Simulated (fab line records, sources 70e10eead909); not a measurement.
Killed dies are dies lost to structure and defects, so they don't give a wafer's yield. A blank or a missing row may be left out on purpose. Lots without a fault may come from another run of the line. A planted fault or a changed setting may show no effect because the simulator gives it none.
Chamber matching | flow nand_harc | NHARC_A_STAIRCASE_ETCH_253 on rie_diel-07: 4 sister chambers
The step etches the open film in C4F8/O2, target depth 50 nm, time 20.2 s. 4 wafers are shown with their chamber, then 10 later ones without.

WAFERS WITH THEIR CHAMBER
wafer  | chamber | rf_vpp_V (V)
L089.5 | 0       | 900
L088.6 | 3       | 897
L090.1 | 1       | 893
L090.2 | 2       | 893

WAFERS WITHOUT THEIR CHAMBER
wafer  | rf_vpp_V (V)
L090.6 | 893
L093.4 | 895
L093.5 | 897
L093.6 | 894
L097.1 | 900
L097.2 | 898
L097.3 | 893
L097.4 | 894
L097.5 | 894
L097.6 | 898

WHICH CHAMBER EACH WENT THROUGH
wafer  | from the rows above          | in truth
L090.6 | can't be placed: 1 or 2      | 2
L093.4 | can't be placed: 1 or 2 or 3 | 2
L093.5 | 3                            | 3
L093.6 | can't be placed: 1 or 2      | 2
L097.1 | 0                            | 0
L097.2 | can't be placed: 3 or 0      | 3
L097.3 | can't be placed: 1 or 2      | 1
L097.4 | can't be placed: 1 or 2      | 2
L097.5 | can't be placed: 1 or 2      | 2
L097.6 | can't be placed: 3 or 0      | 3
Placed correctly: 2 of 10. Can't be placed from these rows: 8 (the true chamber is among the candidates in 8). Placed wrongly: 0.
How it was worked out, from the rows above alone: a wafer's distance from a chamber is the root of the sum, over the readings, of the square of ((its reading less the chamber's mean) divided by the reading's scatter). The wafer belongs to the nearest chamber; if the next one is less than 2 further off, it can't be placed. A chamber's mean is the mean of its shown wafers. The scatter: with one shown wafer a chamber, the root of the mean of the squares of how far each hidden wafer lies from its nearest shown one.
